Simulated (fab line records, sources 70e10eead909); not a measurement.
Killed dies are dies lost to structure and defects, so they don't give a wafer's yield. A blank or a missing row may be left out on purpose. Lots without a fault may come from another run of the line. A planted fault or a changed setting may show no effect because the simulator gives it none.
Which tool did it? | flow nand_harc | 13 lots, 39 wafers sampled, at 5 steps of a route of 1159

WHAT THE GAUGES READ, wafer by wafer
NHARC_P_M1_OVL_MEAS_10: pitch 260 nm.
lot  | measured     | on         | overlay_x_nm (nm) | overlay_y_nm (nm)
L778 | day 5 14:53  | overlay-02 | 0.7 0.8 0.9       | -0.4 -0.7 -0.3
L781 | day 7 00:11  | overlay-01 | -0.6 -0.6 0.0     | 0.6 0.0 0.8
L782 | day 7 04:12  | overlay-02 | 0.7 0.1 -0.1      | -0.2 -0.3 -0.9
L783 | day 7 04:38  | overlay-02 | -2.5 -1.5 -1.9    | 1.1 0.6 0.2
L784 | day 7 09:36  | overlay-02 | 1.3 1.1 1.2       | 0.6 0.2 0.3
L787 | day 8 05:03  | overlay-02 | 0.5 0.1 0.3       | -0.4 0.2 0.2
L788 | day 8 09:43  | overlay-02 | -1.1 -0.7 -0.8    | 0.9 0.6 0.3
L791 | day 9 02:01  | overlay-01 | 1.3 1.5 1.6       | 0.7 1.5 0.9
L790 | day 9 02:55  | overlay-01 | -1.1 -0.3 -0.3    | -0.3 -1.1 -0.5
L789 | day 9 03:09  | overlay-02 | -0.7 -0.4 -0.1    | -0.6 -0.3 -0.7
L793 | day 9 19:25  | overlay-01 | 0.6 0.4 0.8       | 1.1 1.2 1.5
L797 | day 11 03:16 | overlay-02 | 0.6 0.1 0.3       | -0.8 -0.3 -0.6
L801 | day 11 10:07 | overlay-02 | 0.6 0.5 1.3       | 0.2 0.4 -0.6

NHARC_END_SORT_01.
lot  | measured     | on        | defect_limited_yield (%) | killed_at_array | killed_at_other | killed_at_periphery | killed_dies | killed_open | killed_short | sort_bin_2_pct (%) | sort_bin_3_pct (%) | sort_bin_4_pct (%) | sort_n_pass | sort_rim_yield_pct (%) | sort_yield_pct (%)
L781 | day 19 23:44 | prober-01 | 96.8 95.6 96.0           | 17 27 26        | 0 0 0           | 5 3 1               | 22 30 27    | 3 5 4       | 2 1 2        | 1.5 1.5 1.3        | 0.30 0.59 0.15     | 1.5 2.4 2.5        | 655 647 650 | 96.2 97.2 95.3         | 96.8 95.6 96.0
L782 | day 20 15:15 | prober-02 | 94.4 95.0 93.8           | 35 33 38        | 0 1 3           | 3 0 1               | 38 34 42    | 6 4 2       | 1 1 2        | 1.6 1.5 1.5        | 0.15 0.15 0.44     | 3.8 3.4 4.3        | 639 643 635 | 92.5 88.7 95.3         | 94.4 95.0 93.8
L783 | day 19 14:13 | prober-02 | 96.0 96.6 96.8           | 26 18 19        | 0 0 1           | 1 5 2               | 27 23 22    | 3 4 1       | 0 0 1        | 1.2 1.2 0.4        | 0 0.15 0           | 2.8 2.1 2.8        | 650 654 655 | 92.5 91.5 94.3         | 96.0 96.6 96.8
L788 | day 21 11:03 | prober-01 | 94.8 95.1 95.3           | 29 29 26        | 0 0 2           | 6 4 4               | 35 33 32    | 5 6 2       | 0 1 5        | 1.9 1.9 1.8        | 0.44 0.15 0.15     | 2.8 2.8 2.8        | 642 644 645 | 91.5 92.5 93.4         | 94.8 95.1 95.3
L790 | day 22 01:54 | prober-02 | 95.6 96.9 95.0           | 25 19 33        | 0 0 0           | 5 2 1               | 30 21 34    | 6 2 5       | 1 2 2        | 1.6 1.0 1.0        | 0 0 0.15           | 2.8 2.1 3.8        | 647 656 643 | 99.1 96.2 97.2         | 95.6 96.9 95.0
L789 | day 23 04:03 | prober-02 | 91.1 88.9 90.4           | 38 45 36        | 3 0 3           | 19 30 26            | 60 75 65    | 3 4 2       | 1 5 1        | 3.7 5.9 5.3        | 0.59 0.59 1.18     | 4.6 4.6 3.1        | 617 602 612 | 79.2 77.4 76.4         | 91.1 88.9 90.4
L793 | day 23 11:52 | prober-01 | 91.0 92.5 90.5           | 36 27 40        | 0 0 1           | 25 24 23            | 61 51 64    | 5 3 6       | 0 2 2        | 5.0 4.4 5.2        | 0.15 0.30 0        | 3.8 2.8 4.3        | 616 626 613 | 89.6 95.3 91.5         | 91.0 92.5 90.5

WHICH TOOL RAN EACH LOT (tool, then ch and the chambers of the sampled wafers, then the start)
lot  | NHARC_P_M1_PVD_21                       | NHARC_P_M1_ANNEAL_31             | NHARC_P_M1_CMP_23
L778 | pvd_sputter-03, day 5 16:52 or earlier  | rtp_anneal-02 ch 0, day 5 16:52  | cmp-02 ch 2,3, day 5 17:10
L781 | pvd_sputter-02, day 7 02:16 or earlier  | rtp_anneal-01 ch 0, day 7 02:16  | cmp-03 ch 0,1,3, day 7 02:35
L782 | pvd_sputter-01, day 7 06:04 or earlier  | rtp_anneal-02 ch 0, day 7 06:04  | cmp-02 ch 0,1,3, day 7 06:30
L783 | pvd_sputter-03, day 7 06:33 or earlier  | rtp_anneal-01 ch 0, day 7 06:33  | cmp-03 ch 0,1, day 7 06:54
L784 | pvd_sputter-02, day 7 11:28 or earlier  | rtp_anneal-02 ch 0, day 7 11:28  | cmp-03 ch 0,1,2, day 7 11:50
L787 | pvd_sputter-01, day 8 06:58 or earlier  | rtp_anneal-02 ch 0, day 8 06:58  | cmp-03 ch 0,1, day 8 07:17
L788 | pvd_sputter-03, day 8 11:38 or earlier  | rtp_anneal-01 ch 0, day 8 11:38  | cmp-03 ch 0,2,3, day 8 11:55
L791 | pvd_sputter-02, day 9 03:53 or earlier  | rtp_anneal-02 ch 0, day 9 03:53  | cmp-04 ch 0,2,3, day 9 04:17
L790 | pvd_sputter-03, day 9 04:48 or earlier  | rtp_anneal-02 ch 0, day 9 04:48  | cmp-03 ch 0,3, day 9 05:08
L789 | pvd_sputter-02, day 9 05:16 or earlier  | rtp_anneal-02, day 9 05:16       | cmp-02 ch 0,2, day 9 05:33
L793 | pvd_sputter-01, day 9 21:20 or earlier  | rtp_anneal-01, day 9 21:20       | cmp-04 ch 0,2,3, day 9 21:40
L797 | pvd_sputter-01, day 11 05:10 or earlier | rtp_anneal-02 ch 0, day 11 05:10 | cmp-04 ch 0,1,3, day 11 05:33
L801 | pvd_sputter-03, day 11 12:05 or earlier | rtp_anneal-02 ch 0, day 11 12:05 | cmp-02 ch 1,2, day 11 12:20
- NHARC_P_M1_PVD_21: deposits Cu, target thk 30 nm, time 20.49 s.
- NHARC_P_M1_ANNEAL_31: time 90 s.
- NHARC_P_M1_CMP_23: polishes, t overpolish 20 s, target thk 157.82 nm.

WHAT THE TOOLS THEMSELVES READ (means of the sampled wafers that have a number; where no wafer has one, the mark that the record gives instead)
NHARC_P_M1_PVD_21.
lot  | tool           | throttle_valve_pct (%)
L778 | pvd_sputter-03 | 30.4
L781 | pvd_sputter-02 | 29.5
L782 | pvd_sputter-01 | 29.7
L783 | pvd_sputter-03 | 30.5
L784 | pvd_sputter-02 | 29.6
L787 | pvd_sputter-01 | 29.6
L788 | pvd_sputter-03 | 29.9
L791 | pvd_sputter-02 | 30.2
L790 | pvd_sputter-03 | 30.4
L789 | pvd_sputter-02 | 29.6
L793 | pvd_sputter-01 | 29.2
L797 | pvd_sputter-01 | 30.3
L801 | pvd_sputter-03 | 31.1

NHARC_P_M1_ANNEAL_31.
lot  | tool          | anneal_temp_c (C) | anneal_temp_c_max | wafer_temp_C_max
L778 | rtp_anneal-02 | 225.05            | 225.7             | 225.8
L781 | rtp_anneal-01 | 225.04            | 226.7             | 226.6
L782 | rtp_anneal-02 | 224.83            | 225.5             | 225.7
L783 | rtp_anneal-01 | 225.05            | 226.8             | 226.3
L784 | rtp_anneal-02 | 225.05            | 225.6             | 225.6
L787 | rtp_anneal-02 | 225.05            | 225.6             | 225.6
L788 | rtp_anneal-01 | 225.06            | 226.7             | 226.3
L791 | rtp_anneal-02 | 225.14            | 225.7             | 225.7
L790 | rtp_anneal-02 | 225.00            | 225.6             | 225.7
L789 | rtp_anneal-02 | -                 | -                 | -
L793 | rtp_anneal-01 | -                 | -                 | -
L797 | rtp_anneal-02 | 224.96            | 225.5             | 225.6
L801 | rtp_anneal-02 | 225.03            | 225.7             | 225.8

NHARC_P_M1_CMP_23.
lot  | tool   | motor_current_A (A) | time_to_endpoint_s (s)
L778 | cmp-02 | 12.7                | 31
L781 | cmp-03 | 12.0                | 27
L782 | cmp-02 | 12.4                | 30
L783 | cmp-03 | 12.4                | 31
L784 | cmp-03 | 12.2                | 32
L787 | cmp-03 | 11.7                | 31
L788 | cmp-03 | 12.3                | 30
L791 | cmp-04 | 11.7                | 26
L790 | cmp-03 | 12.8                | 30
L789 | cmp-02 | 12.0                | 26
L793 | cmp-04 | 12.3                | 29
L797 | cmp-04 | 12.4                | 25
L801 | cmp-02 | 12.9                | 34

THE ANSWER, worked out from the rows above alone
Rule: what is usual is taken from the lots themselves. Put in order of their means at a reading, lots are off if they are a third of the lots or fewer, leave a main group of 4 or more, and stand apart from it by a gap of 3 or more times the standard deviation of the main group's means; of several such gaps the widest counts. A main group whose means are all the same, to the digits that the tables above print for the reading, isn't used. A lot without any number at a reading at which 4 lots or more have one is off too. The other lots that the step has rows for count as sound. The gauges are gone through in route order, then the tools' own readings, and for those a lot's mean is taken as printed above. The first step at which some lot is off is used, and at that step the reading that is off furthest; a lot without a number counts as furthest.
Off: L789, L793, at NHARC_END_SORT_01 (killed_at_periphery). The main group: mean 2.9, standard deviation 1.1. Neither off nor sound, because the step has no rows for them: L778, L784, L787, L791, L797, L801.
A tool fits if, at a process step before that reading, it ran every lot that is off, and no sound lot after the first of them. The gauges at NHARC_END_SORT_01 aren't tried: what is off there is off at NHARC_P_M1_ANNEAL_31 too, on other tools, and a gauge's error can't cause that. NHARC_P_M1_PVD_21 gives no start for some lots, so the hours and the order of its lots are those of NHARC_P_M1_ANNEAL_31. None of those tried fits.

WHAT THE SIMULATOR HAD PUT IN
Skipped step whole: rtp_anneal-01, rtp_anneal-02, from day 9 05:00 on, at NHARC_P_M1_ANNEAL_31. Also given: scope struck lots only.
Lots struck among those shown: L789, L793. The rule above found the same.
